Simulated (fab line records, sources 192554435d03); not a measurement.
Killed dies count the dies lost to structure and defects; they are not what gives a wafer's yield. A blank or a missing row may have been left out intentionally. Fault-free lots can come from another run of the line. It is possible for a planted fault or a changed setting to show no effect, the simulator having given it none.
Matching of chambers || flow n5 finfet || N5_BEOL_M6_ILD_DEP_00 on pecvd-03 has 3 sister chambers
The step deposits SiCOH lowk from DEMS/porogen, target thk 179.75 nm, time 33.4 s. 6 wafers are shown with their chamber, then 8 later ones without.

## EACH WAFER AND ITS CHAMBER
{"wafer": "L074.3", "chamber": 2, "throttle valve pct (%)": 14.0, "heater power w (W)": 287}
{"wafer": "L076.6", "chamber": 1, "throttle valve pct (%)": 14.9, "heater power w (W)": 369}
{"wafer": "L078.3", "chamber": 1, "throttle valve pct (%)": 15.1, "heater power w (W)": 382}
{"wafer": "L078.4", "chamber": 0, "throttle valve pct (%)": 13.4, "heater power w (W)": 312}
{"wafer": "L078.6", "chamber": 0, "throttle valve pct (%)": 13.4, "heater power w (W)": 318}
{"wafer": "L089.1", "chamber": 2, "throttle valve pct (%)": 12.7, "heater power w (W)": 317}

## WAFERS WITH NO CHAMBER GIVEN
{"wafer": "L089.2", "throttle valve pct (%)": 15.1, "heater power w (W)": 379}
{"wafer": "L089.4", "throttle valve pct (%)": 13.5, "heater power w (W)": 312}
{"wafer": "L090.1", "throttle valve pct (%)": 15.0, "heater power w (W)": 358}
{"wafer": "L090.2", "throttle valve pct (%)": 12.5, "heater power w (W)": 275}
{"wafer": "L090.3", "throttle valve pct (%)": 13.7, "heater power w (W)": 342}
{"wafer": "L095.2", "throttle valve pct (%)": 15.0, "heater power w (W)": 346}
{"wafer": "L095.3", "throttle valve pct (%)": 12.8, "heater power w (W)": 294}
{"wafer": "L095.6", "throttle valve pct (%)": 13.5, "heater power w (W)": 366}

## EACH ONE'S CHAMBER
{"wafer": "L089.2", "from the rows above": 1, "in truth": 1}
{"wafer": "L089.4", "from the rows above": "can't be placed: 0 or 2", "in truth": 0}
{"wafer": "L090.1", "from the rows above": 1, "in truth": 1}
{"wafer": "L090.2", "from the rows above": "can't be placed: 2 or 0", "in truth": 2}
{"wafer": "L090.3", "from the rows above": "can't be placed: 0 or 2 or 1", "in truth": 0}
{"wafer": "L095.2", "from the rows above": "can't be placed: 1 or 0", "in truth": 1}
{"wafer": "L095.3", "from the rows above": "can't be placed: 2 or 0", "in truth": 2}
{"wafer": "L095.6", "from the rows above": "can't be placed: 1 or 0 or 2", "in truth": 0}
Placed correctly: 2 of 8. Not placeable from these rows: 6 (in 6, the candidates include the true chamber). Placed wrongly: 0.
How it was worked out, from the rows above alone: a wafer's distance from a chamber is the root of the sum, over the readings, of the square of ((its reading less the chamber's mean) divided by the reading's scatter). If the next closest chamber is less than 2 further off than the closest, the wafer can't be placed; otherwise it belongs to the closest. For every chamber, the mean is computed from those of its wafers that are shown. How the scatter is found: for the shown wafers, subtract from each reading the mean of its chamber, square and add these, divide the total by (wafers less chambers), then take the root.
